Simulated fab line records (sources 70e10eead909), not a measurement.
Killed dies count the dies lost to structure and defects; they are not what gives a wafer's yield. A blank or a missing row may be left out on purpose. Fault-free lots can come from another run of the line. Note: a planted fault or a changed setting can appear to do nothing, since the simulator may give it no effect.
A single fault, viewed from 2 desks -- flow nand harc -- every desk sees just its own numbers, and what lay behind them comes last

TOOL OWNER'S DESK, krf scanner-02
The tool's own readings at NHARC_P_GATE_EXPOSE_08 (exposes mask P HV): means of the sampled wafers that have a number, for each lot that ran on this tool. Marked OUT: a lot whose mean sits more than 4 standard deviations from the usual mean, which makes it out of limits; the brackets give that distance.
Columns: A = exposure dose mJ cm2 at NHARC_P_GATE_EXPOSE_08, usual 16.753; B = stage vel mm s at NHARC_P_GATE_EXPOSE_08, usual 499.96 mm/s
lot,first seen here,A,B
L980,day 4 16:19,16.757,499.90
L981,day 5 04:14,16.753,500.01
L988,day 8 07:08,16.750,499.94
L993,day 10 09:02,16.319 (-24) OUT,499.80
L995,day 11 11:22,16.330 (-23) OUT,500.05
This desk finds L993, L995 out of limits, L993 being first, at day 10 09:02 (exposure dose mJ cm2 at NHARC_P_GATE_EXPOSE_08). L980, L981, L988: within limits.

FROM THE METROLOGY DESK
What the gauges read for every lot (on any tool): the sampled wafers with a number, averaged. Marked OUT: a lot whose mean sits more than 4 standard deviations from the usual mean, which makes it out of limits; the brackets give that distance.
Columns: A = cd nm at NHARC_P_ZERO_WELL_CD_MEAS_37, usual 719.6 nm
lot,first seen here,A
L979,day 2 01:59,719.0
L980,day 2 10:10,719.3
L981,day 2 20:07,719.4
L982,day 3 06:21,719.0
L983,day 3 16:05,722.2
L985,day 4 12:07,719.5
L987,day 5 08:03,719.8
L988,day 5 19:26,720.3
L989,day 6 04:10,719.9
L993,day 7 21:25,721.1
L995,day 8 16:07,719.9
L998,day 9 22:10,718.4
This desk's finding: nothing out of limits on any of the 12 lots.

PUT TOGETHER
An alarm could have come from the tool owner's desk at day 10 09:02, on L993, L995.
The metrology desk saw nothing out of limits.
The metrology desk has L993, L995 on record, within its limits.
On krf scanner-02, each named lot ran NHARC_P_GATE_EXPOSE_08.

WHAT THE SIMULATOR HAD INSERTED
Process parameter drift: krf scanner-02, from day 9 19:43 on, at NHARC_P_GATE_EXPOSE_08. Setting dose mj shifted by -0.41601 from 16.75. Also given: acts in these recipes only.
Shown lots that were struck: L993, L995.
Each desk's first reading out of limits, in hours after the fault started: the tool owner's desk, 13.
